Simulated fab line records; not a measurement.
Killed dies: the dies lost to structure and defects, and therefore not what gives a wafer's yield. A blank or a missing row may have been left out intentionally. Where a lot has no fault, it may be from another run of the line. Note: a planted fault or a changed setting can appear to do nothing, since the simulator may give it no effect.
Struck lot and sound lot, side by side ; flow n5Finfet ; 15 out of 1938 route steps
Sound: these wafers, L373.1, L373.5, L373.6. Struck: wafer L380.2. (L380.1 of the same lot was not struck and is left out.) The cause comes at the end.
Order at every step that has rows: each side's tool, ch and its chambers, its first start. Under that, the readings that differ: sound wafers ; struck wafers ; difference of the means ; sigmas: that difference in standard deviations of wafers without a fault.
alike: same words and numbers on both sides, and readings whose means sit less than 2 such deviations apart. not compared: any withheld reading, any reading some wafer has no value for, any bound like >300 that may hide the same value, and any number with overlapping values for which the record gives no deviation.
The two part at a step that has a row with sigmas, a row that says differs or no value, or rows on one side only. When numbers do not overlap yet have no deviation, they are printed without sigmas and do not part them. Lack of a reading on every wafer of one side parts them only where that side has two or more wafers.

N5_BEOL_M13_TRENCH_ETCH_34: etches SiOC in C4F8/O2/Ar, target depth 413.47 nm, time 162.6 s.
  sound on rieDiel-01 ch 0,1,2, day 12 15:37; struck on rieDiel-01 ch 0, day 15 05:34
  alike: drypumpMotorCurrentA, oesProductAu, rfVppV, showerheadPlenumPTorr, throttleValvePct
  not compared: rfHoursCounterH
then, 1 step without rows for these wafers: N5_BEOL_M13_STRIP_70 (strips in C4F8/O2/Ar).
N5_BEOL_M13_OCD_MEAS_35:
  sound on ocd-01 at day 12 15:47; struck on ocd-01 at day 15 05:44
reading;sound;struck;difference;sigmas
trenchDepthNm (nm);431 425 415;410;-14;-2
N5_BEOL_M13_STRIP_37: strips in N2/H2.
  sound on plasmaAsher-02 ch 0,1, day 12 15:49; struck on plasmaAsher-02 ch 0, day 15 05:46
  alike: drypumpMotorCurrentA, heaterPowerW, oesProductAu
  not compared: rfHoursCounterH
N5_BEOL_M13_ETCH_38: etches SiCN in CF4/N2, target depth 67.5 nm, time 71.9 s.
  sound on rieDiel-02 ch 1,2, day 12 16:28; struck on rieDiel-01 ch 1, day 15 05:58
  alike: drypumpMotorCurrentA, oesProductAu, rfVppV, showerheadPlenumPTorr, throttleValvePct
  not compared: rfHoursCounterH
then, 3 steps without rows for these wafers: N5_BEOL_M13_PRECLEAN_39 (cleans in residue remover, time 60 s); N5_BEOL_M13_SRD_40 (time 30 s, dry time 30 s); N5_BEOL_M13_DEGAS_41 (time 60 s).
N5_BEOL_M13_PRE_CLEAN_42: time 30 s.
  sound on pvdSputter-02 at day 12 17:25; struck on pvdSputter-02 at day 15 06:56
  alike: heaterPowerW, susceptorTempC
N5_BEOL_M13_SPUTTER_43: material TaN, target thk 15 nm, time 24.19 s.
  sound on pvdSputter-02 at day 12 17:27; struck on pvdSputter-02 at day 15 06:58
  alike: susceptorTempC, throttleValvePct
then, 2 steps without rows for these wafers: N5_BEOL_M13_SPUTTER_44 (material Ta, target thk 10 nm, time 16.13 s); N5_BEOL_M13_SPUTTER_45 (material Cu, target thk 80 nm, time 13.33 s).
N5_BEOL_M13_ECD_47: material Cu, target thk 936 nm.
  sound on ecdCu-01 ch 0,1, day 12 17:44; struck on ecdCu-01 ch 1, day 15 07:15
reading;sound;struck;difference;sigmas
model.Cu_of_BEOL_M13_ECD_47.thkNm (nm);934.8 931 936;1233;+299;
then, 1 step without rows for these wafers: N5_BEOL_M13_ANNEAL_48 (time 90 s).
N5_PASSIVATION_PROBE_49:
  only the struck wafers here have rows in the record (prober-02, day 16 12:35); the sound ones have none

## WHERE THEY PART
Last at N5_PASSIVATION_PROBE_49 as far as this record goes, first at N5_BEOL_M13_OCD_MEAS_35.

WHY: the cause the simulator had injected
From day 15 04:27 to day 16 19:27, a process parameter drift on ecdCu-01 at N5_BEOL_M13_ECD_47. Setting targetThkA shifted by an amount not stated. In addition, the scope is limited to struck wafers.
